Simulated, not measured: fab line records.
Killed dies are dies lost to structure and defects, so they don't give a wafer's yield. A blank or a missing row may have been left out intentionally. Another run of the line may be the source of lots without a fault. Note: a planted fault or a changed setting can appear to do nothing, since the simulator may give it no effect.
fab line records ; flow nandHarc
record lots=13; wafers=39; lastDay=25
route steps=1159 shown A_CONTACT@862 THIN_TSV@1120 END@1159
lots that met no fault: from a run of the same line without faults
startH: the number of hours between the record's first day and the start of the first shown wafer of the lot ; waitH: how many hours have passed since the lot's step before this one ; " same as the row above ; L1.1+2: several wafers, shown together as one row ; - no value present, or no start provided ; * or withheld: withheld ; < > ~ a bound
route shown NAME@n: a module of which the file shows steps, and the number in the route of the first ; usual: mean/standard deviation of fault-free wafers ; same: alike in all rows ; chamber/n: place in a boat ; sites: the reading at each site ; _std_site: the standard deviation of these ; _edge_site: the outer-site mean with the inner-site mean subtracted ; radiusMm: how far each site lies from the wafer's centre ; mask NAME#n: copy n ; behind: the last tool/chamber to shape the wafer ; hold: why the lot was held/for how many hours/how that ended ; device: which transistor (n, p or np) failed to switch ; end of line: tests run on the same wafers once the route is complete ; for a step that has no rows: nothing shown but its recipe ; killed: dies lost to structure and defects at the first sort, not the wafer's yield ; map: a wafer's dies, x killed, . not, _ none there
set.NAME: the setting the step ran with; set.NAME@STEP: the setting that earlier step ran with ; model.NAME: the simulator's own value behind a step, which no gauge read
one table for each step of the route and one row for each wafer, over a sample of lots
services: a tool's chamber out of use, with start hour (startH, from the record's first day; less than 0 if before it), hours out, and reason
## steps
# step NHARC_A_CONTACT_ETCH_111
# recipe sourceW=withheld; pressureMtorr=20; biasV=withheld; timeS=140; targetDepthA=7000; arFlowSccm=withheld; c4f8FlowSccm=withheld; o2FlowSccm=withheld; chemistry=C4F8/O2/Ar
lot.wafer;tool;chamber;startH;waitH;rfHoursCounterH
L494.2;harCapEtch-02;1;364.20;-;9
L494.3;harCapEtch-02;0;364.20;-;-
L494.5;harCapEtch-02;0;364.20;-;-
L495.2;harCapEtch-02;0;377.46;-;11
L495.3;harCapEtch-02;1;377.46;-;-
L495.4;harCapEtch-02;0;377.46;-;-
L497.1;harCapEtch-01;0;381.23;-;57
L497.4;harCapEtch-01;0;381.23;-;-
L497.6;harCapEtch-01;1;381.23;-;-
L496.4;harCapEtch-02;0;381.59;-;-
L496.5;harCapEtch-02;1;381.59;-;-
L496.6;harCapEtch-02;0;381.59;-;-
L498.2;harCapEtch-01;0;391.53;-;60
L498.3;harCapEtch-01;0;391.53;-;-
L498.6;harCapEtch-01;0;391.53;-;-
L499.1;harCapEtch-01;0;397.68;-;61
L499.3;harCapEtch-01;1;397.68;-;-
L499.6;harCapEtch-01;1;397.68;-;-
L503.1;harCapEtch-03;0;422.24;-;87
L503.6;harCapEtch-03;1;422.24;-;-
L503.5;harCapEtch-03;0;422.24;-;-
L500.2;harCapEtch-03;1;427.05;-;88
L500.3;harCapEtch-03;0;427.05;-;-
L500.4;harCapEtch-03;1;427.05;-;-
L504.4;harCapEtch-03;0;431.75;-;-
L504.6;harCapEtch-03;0;431.75;-;-
L504.5;harCapEtch-03;1;431.75;-;-
L510.1;harCapEtch-01;0;467.47;-;73
L510.5;harCapEtch-01;0;467.47;-;-
L510.6;harCapEtch-01;1;467.47;-;-
L512.1;harCapEtch-02;1;477.24;-;31
L512.2;harCapEtch-02;0;477.24;-;31
L512.5;harCapEtch-02;0;477.24;-;-
L517.3;harCapEtch-03;0;504.44;-;-
L517.6;harCapEtch-03;0;504.44;-;-
L517.5;harCapEtch-03;1;504.44;-;-
L516.1;harCapEtch-03;0;519.49;-;104
L516.4;harCapEtch-03;0;519.49;-;-
L516.3;harCapEtch-03;1;519.49;-;-
# step NHARC_THIN_TSV_ETCH_15
# recipe targetDepthA=30000; boschTargetOveretchCycles=2; boschEtchStepS=2.8; boschDepStepS=1.2; boschCycles=14
# usual drypumpMotorCurrentA=5.4/0.35
lot.wafer;tool;chamber;startH;waitH;drypumpMotorCurrentA;rfHoursCounterH
L494.2;rieSi-04;0;429.71;-;5.3;1.4
L494.3;rieSi-04;3;429.71;-;5.4;1.3
L494.5;rieSi-04;0;429.71;-;5.3;-
L496.4;rieSi-06;1;432.16;-;5.6;0.5
L496.5;rieSi-06;0;432.16;-;6.0;-
L496.6;rieSi-06;1;432.16;-;5.7;-
L497.1;rieSi-03;2;433.44;-;5.4;0.9
L497.4;rieSi-03;3;433.44;-;5.6;0.9
L497.6;rieSi-03;1;433.44;-;6.0;-
L495.2;rieSi-06;3;434.82;-;4.8;0.6
L495.4;rieSi-06;0;434.82;-;6.0;0.6
L495.3;rieSi-06;1;434.82;-;5.7;0.6
L498.3;rieSi-04;2;445.87;-;5.1;1.1
L498.2;rieSi-04;3;445.87;-;5.3;1.5
L498.6;rieSi-04;2;445.87;-;5.1;-
L499.1;rieSi-03;3;450.38;-;5.5;1.0
L499.3;rieSi-03;2;450.38;-;5.4;1.0
L499.6;rieSi-03;3;450.38;-;5.6;-
L503.1;rieSi-06;0;475.85;-;6.0;0.9
L503.5;rieSi-06;2;475.85;-;5.0;-
L503.6;rieSi-06;3;475.85;-;4.8;-
L500.3;rieSi-03;3;476.91;-;5.5;1.3
L500.2;rieSi-03;1;476.91;-;6.0;1.4
L500.4;rieSi-03;2;476.91;-;5.4;1.2
L504.4;rieSi-06;2;483.24;-;5.0;1.1
L504.6;rieSi-06;2;483.24;-;5.0;-
L504.5;rieSi-06;3;483.24;-;4.8;-
L510.1;rieSi-04;3;520.00;-;5.4;0.5
L510.6;rieSi-04;3;520.00;-;5.4;-
L510.5;rieSi-04;0;520.00;-;5.3;-
L512.2;rieSi-06;0;536.59;-;6.0;1.6
L512.1;rieSi-06;2;536.59;-;4.9;1.6
L512.5;rieSi-06;1;536.59;-;5.7;-
L517.3;rieSi-06;1;558.72;-;5.6;0.0
L517.6;rieSi-06;2;558.72;-;5.0;-
L517.5;rieSi-06;3;558.72;-;4.8;-
L516.4;rieSi-03;3;571.21;-;5.5;0.4
L516.1;rieSi-03;0;571.21;-;5.2;0.3
L516.3;rieSi-03;1;571.21;-;6.0;0.3
# step NHARC_THIN_TSV_CMP_21
# recipe tOverpolishS=30; targetThkNm=2000
# usual motorCurrentA=12.1/0.74; overpolishRunS=30.000/0.0087
lot.wafer;tool;chamber;startH;waitH;motorCurrentA;overpolishRunS
L494.2;cmp-01;1;433.26;-;12.0;29.992
L494.3;cmp-01;2;433.26;-;12.2;30.012
L494.5;cmp-01;1;433.26;-;11.4;30.001
L496.4;cmp-04;3;435.83;-;12.2;29.992
L496.5;cmp-04;2;435.83;-;11.7;30.003
L496.6;cmp-04;3;435.83;-;12.2;29.996
L497.4;cmp-02;2;436.96;-;14.0;29.996
L497.1;cmp-02;3;436.96;-;10.5;30.011
L497.6;cmp-02;1;436.96;-;11.7;29.995
L495.4;cmp-02;0;438.49;-;11.2;29.997
L495.2;cmp-02;1;438.49;-;11.6;30.012
L495.3;cmp-02;2;438.49;-;13.1;29.993
L498.2;cmp-04;3;449.38;-;12.4;30.004
L498.3;cmp-04;0;449.38;-;13.2;30.012
L498.6;cmp-04;3;449.38;-;11.3;29.990
L499.3;cmp-02;1;453.93;-;11.5;30.008
L499.1;cmp-02;3;453.93;-;11.0;30.000
L499.6;cmp-02;0;453.93;-;11.4;29.995
L503.1;cmp-04;1;479.39;-;12.1;30.002
L503.5;cmp-04;3;479.39;-;11.5;29.995
L503.6;cmp-04;0;479.39;-;12.6;29.992
L500.3;cmp-01;3;480.43;-;12.3;29.999
L500.2;cmp-01;0;480.43;-;11.3;29.987
L500.4;cmp-01;2;480.43;-;12.9;30.000
L504.4;cmp-04;0;486.79;-;13.2;29.991
L504.5;cmp-04;2;486.79;-;12.0;30.009
L504.6;cmp-04;3;486.79;-;12.0;29.997
L510.1;cmp-01;3;523.54;-;12.8;30.001
L510.5;cmp-01;1;523.54;-;12.0;29.994
L510.6;cmp-01;2;523.54;-;12.4;30.012
L512.2;cmp-04;1;540.28;-;12.7;29.983
L512.1;cmp-04;2;540.28;-;11.8;29.994
L512.5;cmp-04;2;540.28;-;12.2;30.002
L517.3;cmp-02;3;562.29;-;11.5;29.982
L517.6;cmp-02;1;562.29;-;10.7;30.004
L517.5;cmp-02;2;562.29;-;13.5;30.007
L516.3;cmp-04;3;574.71;-;12.5;30.007
L516.4;cmp-04;0;574.71;-;12.5;30.003
L516.1;cmp-04;1;574.71;-;12.8;30.000
# step NHARC_THIN_TSV_PRE_CLEAN_54
# recipe timeS=30; tempC=280; gas=H2/He
# usual heaterPowerW=413/38
lot.wafer;tool;chamber;startH;waitH;heaterPowerW
L494.2;pvdSputter-02;-;433.77;0.1;413
L494.3;pvdSputter-02;-;433.77;0.1;374
L494.5;pvdSputter-02;-;433.77;0.1;406
L496.4;pvdSputter-03;-;436.33;0.1;401
L496.6;pvdSputter-03;-;436.33;0.1;393
L496.5;pvdSputter-03;-;436.33;0.1;419
L497.4;pvdSputter-01;-;437.44;0.1;413
L497.1;pvdSputter-01;-;437.44;0.1;405
L497.6;pvdSputter-01;-;437.44;0.1;414
L495.4;pvdSputter-01;-;439.02;0.1;403
L495.3;pvdSputter-01;-;439.02;0.1;473
L495.2;pvdSputter-01;-;439.02;0.1;392
L498.3;pvdSputter-03;-;449.92;0.1;283
L498.2;pvdSputter-03;-;449.92;0.1;354
L498.6;pvdSputter-03;-;449.92;0.1;286
L499.3;pvdSputter-01;-;454.43;0.1;411
L499.1;pvdSputter-01;-;454.43;0.1;404
L499.6;pvdSputter-01;-;454.43;0.1;413
L503.1;pvdSputter-02;-;479.90;0.1;366
L503.5;pvdSputter-02;-;479.90;0.1;434
L503.6;pvdSputter-02;-;479.90;0.1;409
L500.3;pvdSputter-01;-;480.97;0.1;398
L500.2;pvdSputter-01;-;480.97;0.1;416
L500.4;pvdSputter-01;-;480.97;0.1;481
L504.4;pvdSputter-01;-;487.28;0.1;477
L504.6;pvdSputter-01;-;487.28;0.1;413
L504.5;pvdSputter-01;-;487.28;0.1;420
L510.1;pvdSputter-03;-;524.10;0.2;413
L510.6;pvdSputter-03;-;524.10;0.2;395
L510.5;pvdSputter-03;-;524.10;0.2;418
L512.1;pvdSputter-01;-;540.82;0.1;404
L512.2;pvdSputter-01;-;540.82;0.1;421
L512.5;pvdSputter-01;-;540.82;0.1;397
L517.3;pvdSputter-01;-;562.80;0.1;420
L517.5;pvdSputter-01;-;562.80;0.1;514
L517.6;pvdSputter-01;-;562.80;0.1;404
L516.3;pvdSputter-01;-;575.22;0.1;402
L516.4;pvdSputter-01;-;575.22;0.1;397
L516.1;pvdSputter-01;-;575.22;0.1;417
# step NHARC_END_SORT_01
# recipe tempC=25
# usual killedAtArray=27/12; killedAtOther=0.8/1; killedAtPeriphery=4.0/2.5; killedDies=32/11; killedOpen=3.3/1.8; killedShort=2.0/1.5
# same grossDies=677
lot.wafer;tool;chamber;startH;waitH;killedAtArray;killedAtOther;killedAtPeriphery;killedDies;killedOpen;killedShort
L500.2;prober-02;0;489.40;2.8;125;0;2;127;1;2
L500.3;prober-02;0;490.22;3.1;102;0;1;103;3;3
L500.4;prober-02;0;491.03;3.4;109;0;1;110;3;1
L504.4;prober-01;0;499.66;3.4;64;0;8;72;5;2
L504.5;prober-01;0;500.47;3.7;97;0;8;105;2;1
L504.6;prober-01;0;501.29;4.1;78;0;6;84;5;3
L512.1;prober-01;0;551.74;2.5;42;0;1;43;3;1
L512.2;prober-01;0;552.55;2.8;41;0;2;43;4;2
L512.5;prober-01;0;554.95;3.7;52;0;1;53;2;4
# killed by level:class
L500.2 A_CONTACT:unspecified=86 A_CHANNEL_HOLE_D1:chamberFilmFlake=14 A_SLIT:chamberFilmFlake=13 A_STAIRCASE:chamberFilmFlake=5 A_CONTACT:chamberFilmFlake=3 P_M1:geometricParticle:short=1 A_ONON_D1:geometricParticle:short=1 A_M0:geometricParticle:open=1
L500.3 A_CONTACT:unspecified=61 A_CHANNEL_HOLE_D1:chamberFilmFlake=22 A_SLIT:chamberFilmFlake=8 A_STAIRCASE:chamberFilmFlake=2 A_WL_FILL:chamberFilmFlake=2 A_CONTACT:chamberFilmFlake=2 P_M0:geometricParticle:open=1 A_CHANNEL_HOLE_D1:geometricParticle:short=1
L500.4 A_CONTACT:unspecified=85 A_CHANNEL_HOLE_D1:chamberFilmFlake=11 A_STAIRCASE:chamberFilmFlake=7 A_CONTACT:geometricParticle:open=2 A_SLIT:chamberFilmFlake=2 A_CHANNEL_FILL_D1:geometricParticle:short=1 A_STAIRCASE:geometricParticle:open=1 P_STI:chamberFilmFlake=1
L504.4 A_CONTACT:unspecified=52 A_SLIT:chamberFilmFlake=4 P_ZERO_WELL:chamberFilmFlake=2 P_M2:chamberFilmFlake=2 A_STAIRCASE:chamberFilmFlake=2 P_CONTACT:geometricParticle:open=1 P_M0:geometricParticle:open=1 P_M2:geometricParticle:open=1
L504.5 A_CONTACT:unspecified=83 P_ZERO_WELL:chamberFilmFlake=5 A_SLIT:chamberFilmFlake=5 A_SGD_CUT:chamberFilmFlake=3 P_M2:chamberFilmFlake=2 A_ONON_D1:geometricParticle:short=1 A_CHANNEL_FILL_D1:geometricParticle:open=1 A_WL_FILL:geometricParticle:open=1
L504.6 A_CONTACT:unspecified=55 A_SLIT:chamberFilmFlake=10 A_CHANNEL_HOLE_D1:chamberFilmFlake=4 P_ZERO_WELL:chamberFilmFlake=3 A_CHANNEL_FILL_D1:geometricParticle:short=2 P_GATE:geometricParticle:short=1 P_CONTACT:geometricParticle:open=1 A_CHANNEL_FILL_D1:geometricParticle:open=1
L512.1 A_CHANNEL_HOLE_D1:chamberFilmFlake=17 A_SLIT:chamberFilmFlake=14 A_CONTACT:chamberFilmFlake=3 A_STAIRCASE:chamberFilmFlake=2 P_GATE:geometricParticle:open=1 A_CHANNEL_FILL_D1:geometricParticle:short=1 A_CHANNEL_FILL_D1:geometricParticle:open=1 A_CONTACT:geometricParticle:open=1
L512.2 A_CHANNEL_HOLE_D1:chamberFilmFlake=16 A_SLIT:chamberFilmFlake=16 A_CONTACT:geometricParticle:open=2 A_STAIRCASE:chamberFilmFlake=2 A_BLC:chamberFilmFlake=2 P_CONTACT:geometricParticle:open=1 A_ONON_D1:geometricParticle:short=1 A_SGD_CUT:geometricParticle:short=1
L512.5 A_CHANNEL_HOLE_D1:chamberFilmFlake=19 A_SLIT:chamberFilmFlake=14 A_CONTACT:chamberFilmFlake=7 A_BLC:chamberFilmFlake=3 A_CHANNEL_HOLE_D1:geometricParticle:short=2 A_STAIRCASE:chamberFilmFlake=2 A_CHANNEL_HOLE_D1:geometricParticle:open=1 A_SGD_CUT:geometricParticle:open=1
## services
tool;chamber;startH;hours;kind
rieSi-06;-;360.04;9.0;pm
harCapEtch-02;-;368.56;0.1;repair
rieSi-03;1;370.46;3.7;repair
cmp-04;-;373.58;1.1;repair
cmp-01;-;375.54;4.0;pm
rieSi-03;3;397.71;7.8;repair
cmp-04;-;399.16;4.0;pm
pvdSputter-01;-;399.50;2.3;repair
cmp-02;-;422.69;4.0;pm
rieSi-03;2;425.48;6.7;repair
cmp-01;-;441.24;12.0;repair
cmp-02;-;449.29;1.1;repair
cmp-02;-;472.17;1.2;repair
cmp-04;-;497.16;4.0;pm
rieSi-06;1;503.16;3.6;repair
pvdSputter-01;-;506.87;1.2;repair
rieSi-03;-;509.00;9.0;pm
pvdSputter-01;-;514.01;10.0;pm
cmp-02;-;520.69;4.0;pm
rieSi-06;-;537.04;9.0;pm
harCapEtch-03;-;545.00;17.0;pm
cmp-02;-;554.20;0.9;repair
cmp-04;-;558.11;0.8;repair
rieSi-03;1;567.96;1.4;repair
## key
firstSign step=NHARC_END_SORT_01; reading=killedDies; direction=up; sigmas=6.2; usual=32; struck=100
effect step=NHARC_END_SORT_01; reading=killedAtArray; direction=up; sigmas=5.9; usual=27; struck=96
moreKillsBornAt NHARC_A_CONTACT_ETCH_111@harCapEtch-03=408
metAt NHARC_A_CONTACT_ETCH_111
struckLots L500,L504
testerLeftOut L500,L504
notActingAt NHARC_THIN_TSV_ETCH_15,NHARC_THIN_TSV_CMP_21,NHARC_THIN_TSV_PRE_CLEAN_54
onsetBetween 422.24 427.05
fault kind=chamberParticleSource; tool=harCapEtch-03; chamber=-; onsetH=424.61; steps=NHARC_A_CONTACT_ETCH_111; ratePerVisitCm2=2.1572; endH=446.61
# testerLeftOut: of these lots the tester's yield and bins aren't shown, on N5 and GAA mostly nor the transistor test; their killed dies are dies lost to structure and defects alone, not to doping, threshold or leakage, so they don't give the yield
